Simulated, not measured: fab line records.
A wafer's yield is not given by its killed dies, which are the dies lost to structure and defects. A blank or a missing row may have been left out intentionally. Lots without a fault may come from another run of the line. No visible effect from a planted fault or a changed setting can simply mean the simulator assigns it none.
3 desks, one fault :: flow n5Finfet :: each desk holds nothing but its own numbers, with what lay behind them at the end

== THE TOOL OWNER'S DESK: lithoTrack-05 ==
The tool's own readings at N5_WELL_APT_PEB_06 (peb time 90 s): means of the sampled wafers that have a number, for each lot that ran on this tool. If a lot's mean is further than 4 standard deviations from the usual mean, the lot is out of limits and carries the mark OUT (the distance appears in the brackets).
Columns: A = heaterPowerTotalW at N5_WELL_APT_PEB_06, usual 172.4 W
lot: L119
first seen here: day 2 13:42
A: 172.8

lot: L120
first seen here: day 2 19:37
A: 179.4 (+8.2) OUT

lot: L121
first seen here: day 3 01:29
A: 180.6 (+9.6) OUT

lot: L134
first seen here: day 6 07:56
A: 172.1

lot: L135
first seen here: day 6 13:45
A: 173.1

lot: L138
first seen here: day 7 07:30
A: 171.5
Finding of this desk: L120, L121 out of limits; the first was L120 at day 2 19:37, on heaterPowerTotalW at N5_WELL_APT_PEB_06. L119, L134, L135, L138: within limits.

== THE DEFECT DESK ==
For each lot, the counts of the inspections along the route, averaged over the sampled wafers that have a number. If a lot's mean is further than 4 standard deviations from the usual mean, the lot is out of limits and carries the mark OUT (the distance appears in the brackets).
Columns: A = rawDefectCount at N5_START_INSPECT_01, usual 6.0; B = rawDefectCount at N5_WELL_APT_INSPECT_10, usual 2.0
lot: L119
first seen here: day 2 12:02
A: 6.7
B: 3.0

lot: L120
first seen here: day 2 18:02
A: 7.0
B: 2.3

lot: L121
first seen here: day 3 00:02
A: 8.7
B: 2.3

lot: L132
first seen here: day 5 18:02
A: 7.0
B: 2.7

lot: L133
first seen here: day 6 00:02
A: 2.7
B: 1.3

lot: L134
first seen here: day 6 06:02
A: 8.0
B: 2.0

lot: L135
first seen here: day 6 12:02
A: 7.3
B: 1.0

lot: L136
first seen here: day 6 18:02
A: 5.7
B: 3.7

lot: L137
first seen here: day 7 00:02
A: 4.7
B: 3.3

lot: L138
first seen here: day 7 06:02
A: 5.0
B: 2.3
This desk found nothing out of limits on any of the 10 lots.

== THE METROLOGY DESK ==
What the gauges read for every lot (on any tool): the sampled wafers with a number, averaged. If a lot's mean is further than 4 standard deviations from the usual mean, the lot is out of limits and carries the mark OUT (the distance appears in the brackets). It has 11 readings; the 7 that lie furthest out on some lot are the ones shown.
Columns: A = cdNm at N5_WELL_APT_CD_MEAS_08, usual 199.9 nm; B = IOFF_P at N5_BEOL_M4_RC_MEAS_101, usual 0.201 nA/um; C = ION_N at N5_BEOL_M4_RC_MEAS_101, usual 675 uA/um; D = ION_P at N5_BEOL_M4_RC_MEAS_101, usual 462 uA/um; E = SS_N at N5_BEOL_M4_RC_MEAS_101, usual 71.5 mV/dec; F = SS_P at N5_BEOL_M4_RC_MEAS_101, usual 73.3 mV/dec; G = VT_P at N5_BEOL_M4_RC_MEAS_101, usual -251.3 mV
lot: L119
first seen here: day 2 13:49
A: 200.8
B: 0.208
C: 679
D: 463
E: 71.1
F: 73.4
G: -249.2

lot: L120
first seen here: day 2 19:43
A: 197.2
B: 0.204
C: 664
D: 460
E: 71.7
F: 73.0
G: -248.9

lot: L121
first seen here: day 3 01:36
A: 198.7
B: 0.194
C: 681
D: 468
E: 70.8
F: 72.9
G: -249.1

lot: L132
first seen here: day 5 19:41
A: 200.6
B: 0.214
C: 672
D: 467
E: 71.8
F: 73.1
G: -247.6

lot: L133
first seen here: day 6 01:44
A: 198.4
B: 0.178
C: 665
D: 455
E: 71.1
F: 73.2
G: -254.8

lot: L134
first seen here: day 6 08:04
A: 199.2
B: 0.189
C: 674
D: 463
E: 71.8
F: 72.8
G: -251.5

lot: L135
first seen here: day 6 13:52
A: 200.3
B: 0.215
C: 688
D: 465
E: 71.5
F: 74.2
G: -252.7

lot: L136
first seen here: day 6 19:42
A: 200.2
B: 0.204
C: 682
D: 461
E: 71.3
F: 73.3
G: -250.6

lot: L137
first seen here: day 7 01:56
A: 200.0
B: 0.242
C: 682
D: 471
E: 72.2
F: 73.5
G: -247.3

lot: L138
first seen here: day 7 07:37
A: 200.1
B: 0.164
C: 674
D: 459
E: 71.7
F: 73.2
G: -255.2
This desk found nothing out of limits on any of the 10 lots.

== PUT TOGETHER ==
The tool owner's desk could have raised an alarm at day 2 19:37, on L120, L121.
The defect desk saw nothing out of limits.
Metrology desk: nothing out of limits seen.
The defect desk has L120, L121 on record, within its limits.
The metrology desk has L120, L121 on record, within its limits.
All the named lots went through N5_WELL_APT_PEB_06 on lithoTrack-05.

== WHAT THE SIMULATOR HAD INSERTED ==
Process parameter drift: lithoTrack-05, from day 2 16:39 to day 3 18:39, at N5_WELL_APT_PEB_06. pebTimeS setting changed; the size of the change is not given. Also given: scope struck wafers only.
Lots struck among those shown: L120, L121.
Delay in hours, fault start to first out-of-limits reading, by desk: the tool owner's desk at 3.
